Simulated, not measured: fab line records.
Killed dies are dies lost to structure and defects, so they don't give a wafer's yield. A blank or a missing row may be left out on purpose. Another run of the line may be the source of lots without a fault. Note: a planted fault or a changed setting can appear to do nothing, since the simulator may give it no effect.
Struck lot and sound lot, side by side -- flow n5 finfet -- 12 steps out of a route of 1938
Sound: these wafers, L684.3, L684.4, L684.6. Struck: wafers L685.1, L685.4, L685.6. The cause comes at the end.
For every step that has rows: the tool of each side, followed by ch and its chambers, followed by its first start. Under that, the readings that differ: sound wafers -- struck wafers -- difference of the means -- sigmas: that difference in standard deviations of wafers without a fault.
alike: words and numbers the same on both sides, and readings whose means are apart by under 2 such deviations; not compared: readings that were withheld, readings missing a value for some wafer, numbers with overlapping values and no deviation given by the record, and bounds like >300 which may hide the same value.
Wherever a step has rows on one side only, a row that says differs or no value, or a row with sigmas, the two part there. When numbers do not overlap yet have no deviation, they are printed without sigmas and do not part them. A reading that every wafer of one side lacks parts them only if that side has two wafers or more.

first, 9 steps without rows for these wafers: N5_BEOL_M3_SOFTBAKE_23 (time 60 s); N5_BEOL_M3_EXPOSE_25 (exposes mask V2, defocus 5 nm); N5_BEOL_M3_PEB_26 (peb time 60 s); N5_BEOL_M3_DEVELOP_27 (develop time 30 s); N5_BEOL_M3_DESCUM_33 (chemistry O2, time 7 s); N5_BEOL_M3_ETCH_77 (etches underlayer in N2/H2, target depth 6.5 nm, time 5.2 s); N5_BEOL_M3_ETCH_69 (etches SiARC in CF4, target depth 15.6 nm, time 26 s); N5_BEOL_M3_ALD_98 (deposits SiO2, target thk 2.5 nm, pulse time 1 s, co reactant pulse time 1 s); N5_BEOL_M3_ETCHBACK_99 (etches SiO2 in CHF3, target depth 5 nm, time 10.4 s).
N5_BEOL_M3_ETCH_70: etches SOC in N2/H2, target depth 80 nm, overetch 16 nm, time 120 s.
  sound on rie diel-03 ch 0,3, day 10 11:48; struck on rie diel-01 ch 2,3, day 10 00:30
reading,sound,struck,difference,sigmas
bias w (W),150.5 150.4 150.0,156.9 157.0 157.4,+6.8,+15
rf vpp V (V),525.0 523.6 525.0,542.2 538.5 540.5,+15.9,+6
model.SiARC_of_BEOL_M3_COAT_68.thk nm (nm),6.4 6.2 6.4,5.6 5.6 5.6,-0.7,
  alike: drypump motor current A, oes product au, showerhead plenum p Torr, throttle valve pct
  not compared: rf hours counter h
then, 1 step without rows for these wafers: N5_BEOL_M3_STRIP_71 (strips in N2/H2).
N5_BEOL_M4_RC_MEAS_101:
  sound on prober-02 ch 0, day 11 02:20; struck on prober-02 ch 0, day 10 21:06
reading,sound,struck,difference,sigmas
DIBL_P (mV/V),36.6 39.3 40.1,30.8 32.6 34.2,-6.1,-2
  alike: DIBL_N, IOFF_N, IOFF_P, ION_N, ION_P, SS_N, SS_P, VT_N, VT_P

WHERE THEY PART
First at N5_BEOL_M3_ETCH_70; last, within this record, at N5_BEOL_M4_RC_MEAS_101.

WHY: what had been put in by the simulator
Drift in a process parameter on rie diel-01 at N5_BEOL_M3_ETCH_70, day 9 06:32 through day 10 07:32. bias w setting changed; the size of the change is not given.
